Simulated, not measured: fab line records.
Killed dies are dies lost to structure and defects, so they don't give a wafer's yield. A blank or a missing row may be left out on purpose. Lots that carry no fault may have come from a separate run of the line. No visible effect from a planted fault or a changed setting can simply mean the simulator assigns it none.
Code-filled problem report in 8D (eight disciplines) form    flow nand harc    the parts of the form that need people (team, actions taken, sign-off) are left out

## 1. THE PROBLEM
Mean of chamber pressure mTorr at NHARC_A_BONDPAD_STRIP_15: 51.02 mTorr across 6 wafers in 2 lots; on wafers with no fault it is 60.00 mTorr (standard deviation 0.063). That is -99 or more standard deviations from the usual mean.
The step: strips in O2.
First observed at day 26 23:11: wafer L775.3, on rie diel-11. The record has a number at this step for 39 wafers belonging to 13 lots. By rule, "out" or "out of limits" means more than 4 standard deviations away from the usual mean. All remaining wafers that have a number are taken as sound.

## 2. WHAT IT IS, WHAT IT ISN'T
question                     is                      is not
which readings at this step  chamber pressure mTorr  drypump motor current A, rf vpp V, showerhead plenum p Torr, throttle valve pct
which lots                   L775, L777              L765, L766, L772, L780, L782, L783, L784, L785, L786, L787, L788
which wafers of those lots   all that have a number  -
read on which tools          rie diel-11             rie diel-03, rie diel-05
when                         from day 26 23:11       up to then (9 sound wafers); but 24 sound wafers of L780, L782, L783, L784, L785, L786, L787, L788 came after

## 3. WHAT RULES OUT EACH SUSPECT
Counting: a tool stays on the suspect list if, at a process step up to the reading, it processed all lots that are out and no sound lot following the first of them.
- rie diel-11 at NHARC_A_BONDPAD_STRIP_15 (strips in O2): ruled out as a lasting fault. After its first lot that is out, L775 (day 26 23:11), sound lots L783, L785, L786, L788 ran on it.
Left after counting: nothing in the record.

## 4. THE CAUSE (what the simulator had put in)
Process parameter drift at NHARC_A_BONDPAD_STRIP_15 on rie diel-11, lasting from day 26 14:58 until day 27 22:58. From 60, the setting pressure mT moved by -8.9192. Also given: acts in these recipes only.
Counting ruled it out, wrongly.

## 5. SEQUENCE OF EFFECTS, ordered by route
One row per reading whose mean, taken over the struck wafers that have a number, lies over 3 standard deviations from the usual. Scope: only readings with a usual standard deviation given in the record; hours: median across lots of the time from each lot's start at the first step in this table that gives one to its start at this step; sigmas: change in usual standard deviations.
hours  step                      reading                 usual        on struck wafers  change  sigmas
0      NHARC_A_BONDPAD_STRIP_15  chamber pressure mTorr  60.00 mTorr  51.02             -8.98   -99 or more
Its process steps:
- NHARC_A_BONDPAD_STRIP_15: strips in O2.
Later measuring or inspecting steps at which every struck wafer that the step has a row for has a number for every such reading, and none has moved that far: NHARC_A_BONDPAD_THK_MEAS_20, NHARC_END_SORT_01.

## 6. WHAT WOULD HAVE CAUGHT IT SOONER
The fault began at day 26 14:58; the first out-of-limits reading in this record came at day 26 23:11, 8 hours later.
